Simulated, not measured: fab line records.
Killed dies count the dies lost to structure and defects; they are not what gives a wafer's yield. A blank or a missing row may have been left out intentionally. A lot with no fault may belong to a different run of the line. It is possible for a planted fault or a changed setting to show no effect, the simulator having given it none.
A struck lot beside a sound one || flow nand_harc || 15 out of 1159 route steps
Sound: these wafers, L404.2, L404.3, L404.4. Struck: wafers L405.4, L405.5, L405.6. At the end, the cause is stated.
At each step with rows: each side's tool, then ch and its chambers, then its first start. Under that, the readings that differ: sound wafers || struck wafers || difference of the means || sigmas: that difference in standard deviations of wafers without a fault.
alike: words and numbers the same on both sides, and readings whose means are apart by under 2 such deviations; not compared: readings that were withheld, readings missing a value for some wafer, numbers with overlapping values and no deviation given by the record, and bounds like >300 which may hide the same value.
Wherever a step has rows on one side only, a row that says differs or no value, or a row with sigmas, the two part there. When numbers do not overlap yet have no deviation, they are printed without sigmas and do not part them. A reading that every wafer of one side lacks parts them only if that side has two wafers or more.

NHARC_P_ZERO_WELL_DESCUM_54: chemistry O2, time 3 s.
  sound on rie_diel-10 ch 0,1,3, day 2 17:58; struck on rie_diel-10 ch 0,1,2, day 2 23:54
{"reading": "rf_hours_counter_h (h)", "sound": "3.1 3.1 3.3", "struck": "- - -", "difference": "no value on the struck wafers", "sigmas": ""}
  alike: drypump_motor_current_A, oes_product_au, rf_vpp_V, showerhead_plenum_p_Torr, throttle_valve_pct
then, 5 steps without rows for these wafers: NHARC_P_ZERO_WELL_IMPLANT_55; NHARC_P_ZERO_WELL_IMPLANT_61; NHARC_P_ZERO_WELL_STRIP_56 (strips in SPM, time 840 s); NHARC_P_ZERO_WELL_PRECLEAN_68 (cleans in SC1, time 60 s); NHARC_P_ZERO_WELL_SRD_69.
NHARC_P_ZERO_WELL_RTA_42: time 300 s.
  sound on rtp_anneal-01 ch 0, day 2 19:04; struck on rtp_anneal-02 ch 0, day 3 01:11
{"reading": "wafer_temp_C_max", "sound": "1105.1 1106.0 1107.9", "struck": "1103.0 1103.7 1103.8", "difference": -2.8, "sigmas": -2}
  alike: anneal_temp_c_max, lamp_power_pct
NHARC_P_ZERO_WELL_INSPECT_43:
  struck on defect_inspect-02, day 3 01:32; sound on defect_inspect-02, day 2 19:38
  alike: raw_defect_count
then, 4 steps without rows for these wafers: NHARC_P_STI_ETCH_26 (etches SiO2 in dHF, target depth 11 nm); NHARC_P_STI_PRECLEAN_27 (cleans in SC1); NHARC_P_STI_SRD_28; NHARC_P_STI_OXIDE_29 (material SiO2, target thk 10 nm, ox time 1362 s).
NHARC_P_STI_HM_DEP_30: deposits Si3N4, target thk 80 nm, time 873 s.
  sound on lpcvd-01 ch 1, day 3 05:04; struck on lpcvd-01 ch 0, day 3 16:34
then, 1 step without rows for these wafers: NHARC_P_STI_DEHYDRATE_01 (time 120 s).
-- the record jumps here: 17 days lie between the struck wafers' starts before and after (it left off in module P_STI and takes up again in module END, whose first step shown is number 1159 of the route) --
NHARC_END_SORT_01:
  sound on prober-02 ch 0, day 20 20:28; struck on prober-01 ch 0, day 20 13:24
{"reading": "killed_at_periphery", "sound": "9 10 13", "struck": "656 657 660", "difference": "+647", "sigmas": "+99 or more"}
{"reading": "killed_dies", "sound": "46 46 43", "struck": "677 677 677", "difference": "+632", "sigmas": "+65"}
  alike: killed_at_array, killed_at_other, killed_open, killed_short

== WHERE THEY PART ==
Earliest at NHARC_P_ZERO_WELL_DESCUM_54; latest, in this record, at NHARC_END_SORT_01.

WHY: what had been put in by the simulator
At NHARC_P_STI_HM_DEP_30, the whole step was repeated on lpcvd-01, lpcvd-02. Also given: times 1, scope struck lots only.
